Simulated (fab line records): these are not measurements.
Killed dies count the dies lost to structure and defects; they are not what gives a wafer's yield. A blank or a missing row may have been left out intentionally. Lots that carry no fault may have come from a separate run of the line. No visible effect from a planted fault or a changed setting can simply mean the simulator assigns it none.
Struck lot and sound lot, side by side    flow n5Finfet    16 steps out of a route of 1938
Sound: the wafers L116.2, L116.3, L116.5. Struck: wafer L131.6; the same lot's L131.5 was not struck, so it is left out; see the end for the cause.
At each step with rows: each side's tool, then ch and its chambers, then its first start. Under that, the readings that differ: sound wafers    struck wafers    difference of the means    sigmas: that difference in standard deviations of wafers without a fault.
alike: words and numbers the same on both sides, and readings whose means are apart by under 2 such deviations; not compared: readings that were withheld, readings missing a value for some wafer, numbers with overlapping values and no deviation given by the record, and bounds like >300 which may hide the same value.
The two part at a step that has a row with sigmas, a row that says differs or no value, or rows on one side only. Numbers that don't overlap but have no deviation are shown without sigmas and don't part them. A reading missing from all wafers of one side parts the sides only when that side holds two or more wafers.

first, 2 steps without rows for these wafers: N5_HKMG_FIN_STRIP_89 (strips SOC in N2/H2, time 20 s); N5_HKMG_FIN_WET_ETCH_87 (etches TiN in SC1, time 154.2 s, target depth 4.7 nm, rinse time 30 s).
N5_HKMG_FIN_STRIP_88: strips in N2/H2, time 360 s.
  sound on plasmaAsher-01 ch 1, day 5 19:49; struck on plasmaAsher-02 ch 0, day 9 07:01
reading           sound        struck  difference  sigmas
heaterPowerW (W)  513 503 489  390     -112        -2
  alike: drypumpMotorCurrentA
  not compared: rfHoursCounterH
N5_HKMG_FIN_NWFM_ALD_20: deposits TiAlC, target thk 2 nm, pulse time 3 s, purge time 2 s.
  sound on aldMetal-01 ch 1,3, day 5 20:11; struck on aldMetal-02 ch 2, day 9 07:12
  alike: heaterPowerOuterW, heaterPowerW, precursorPulseHeightRel
  not compared: aldCycles
N5_HKMG_FIN_ALD_71: deposits TiN, target thk 1 nm, pulse time 1 s, purge time 3 s.
  sound on aldMetal-01 ch 1,3, day 5 20:17; struck on aldMetal-02 ch 2, day 9 07:22
  alike: heaterPowerOuterW, heaterPowerW, precursorPulseHeightRel
  not compared: aldCycles
then, 2 steps without rows for these wafers: N5_HKMG_FIN_COAT_66 (time 60 s, resist thk 300 nm); N5_HKMG_FIN_ETCH_67 (etches SOC in N2/H2, stops on TiN, target depth 388.9 nm).
N5_HKMG_FIN_STRIP_90: strips SOC in N2/H2, time 20 s.
  sound on rieDiel-03 ch 0,1, day 5 20:52; struck on rieDiel-01 ch 1, day 9 07:41
  alike: drypumpMotorCurrentA, oesProductAu, powerW, rfVppV, showerheadPlenumPTorr, throttleValvePct
  not compared: rfHoursCounterH
then, 2 steps without rows for these wafers: N5_HKMG_FIN_WET_ETCH_73 (etches the open film in SC1, time 42.3 s, target depth 1.3 nm, rinse time 30 s); N5_HKMG_FIN_ETCHBACK_68 (etches the open film in Cl2/Ar, stops on HfO2, target depth 0.5 nm).
N5_HKMG_FIN_STRIP_69: strips in N2/H2, time 360 s.
  sound on plasmaAsher-02 ch 0,1, day 5 21:13; struck on plasmaAsher-01 ch 0, day 9 08:11
  alike: drypumpMotorCurrentA, heaterPowerW
  not compared: rfHoursCounterH
then, 1 step without rows for these wafers: N5_HKMG_FIN_ALD_21 (deposits TiN, target thk 1.5 nm, pulse time 1 s, purge time 3 s).
N5_HKMG_FIN_ALD_72: deposits W, target thk 2 nm, pulse time 1 s, purge time 2 s.
  sound on cvdW-02 ch 0,1, day 5 21:57; struck on cvdW-01 ch 0, day 9 08:44
reading                                sound  struck  difference  sigmas
aldCycles                              7 7 7  5       -2          
model.W_of_HKMG_FIN_ALD_72.thkNm (nm)  2 2 2  1.6     -0.4        
  alike: heaterPowerOuterW, heaterPowerW, precursorPulseHeightRel
then, 1 step without rows for these wafers: N5_HKMG_FIN_W_FILL_22 (material W, target thk 60 nm, time 18.2 s).
-- the record jumps here: 6 days lie between the struck wafers' starts before and after (it left off in module HKMG_FIN and takes up again in module BEOL_M4, whose first step shown is number 1111 of the route) --
N5_BEOL_M4_RC_MEAS_101:
  sound on prober-01 ch 0, day 11 22:43; struck on prober-01 ch 0, day 15 06:59
  alike: DIBL_N, DIBL_P, IOFF_N, IOFF_P, ION_N, ION_P, SS_N, SS_P, VT_N, VT_P
-- here the record skips 5 days between the struck wafers' starts before and after, leaving off in module BEOL_M4 and picking up in module PASSIVATION (first step shown: number 1936 of the route) --
N5_PASSIVATION_PROBE_49:
  sound on prober-01 at day 16 12:05; struck on prober-01 at day 20 08:28
reading          sound    struck  difference  sigmas
killed_at_M4_up  15 29 7  5       -12         -2
  alike: defectLimitedYield, killed_at_M0_to_M3, killedAtContacts, killedAtFrontEnd, killedAtOther, killedDies, killedOpen, killedShort, sort_bin_5_function, sort_bin_6_memory, sortNPass, sortYieldPct

## WHERE THEY PART
At N5_HKMG_FIN_STRIP_88 first; at N5_PASSIVATION_PROBE_49 last (within this record only).

WHY: what had been put in by the simulator
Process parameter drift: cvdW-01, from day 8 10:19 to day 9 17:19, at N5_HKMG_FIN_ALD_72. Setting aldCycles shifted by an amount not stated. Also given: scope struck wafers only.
